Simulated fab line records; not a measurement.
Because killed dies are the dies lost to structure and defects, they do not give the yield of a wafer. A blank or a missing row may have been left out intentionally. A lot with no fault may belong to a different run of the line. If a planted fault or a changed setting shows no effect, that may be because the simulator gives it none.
Matching of chambers    flow nand_harc    rie_diel-09 running NHARC_P_CONTACT_STRIP_28: 4 sister chambers
The step strips in O2. 4 wafers are shown with their chamber, then 10 later ones without.

## WAFERS PAIRED WITH THEIR CHAMBERS
wafer   chamber  showerhead_plenum_p_Torr (Torr)
L086.1  1        3.59
L088.5  2        3.39
L090.1  0        3.72
L090.3  3        3.56

## WAFERS MISSING THEIR CHAMBER
wafer   showerhead_plenum_p_Torr (Torr)
L090.6  3.59
L092.2  3.72
L092.3  3.39
L092.6  3.72
L096.3  3.39
L096.4  3.56
L096.5  3.56
L097.3  3.58
L097.4  3.56
L097.6  3.56

## THE CHAMBER EACH PASSED THROUGH
wafer   from the rows above  in truth
L090.6  1                    1
L092.2  0                    0
L092.3  2                    2
L092.6  0                    0
L096.3  2                    2
L096.4  3                    3
L096.5  3                    3
L097.3  1                    1
L097.4  3                    3
L097.6  3                    3
Correctly placed: 10 of 10. Number that these rows cannot place: 0. Placed wrongly: 0.
How it was worked out, from the rows above alone: a wafer's distance from a chamber is the root of the sum, over the readings, of the square of ((its reading less the chamber's mean) divided by the reading's scatter). The wafer belongs to the nearest chamber; if the next one is less than 2 further off, it can't be placed. A chamber's mean is the mean of its shown wafers. The scatter: root of mean squared gap, hidden wafer to nearest shown wafer, with one shown wafer a chamber.
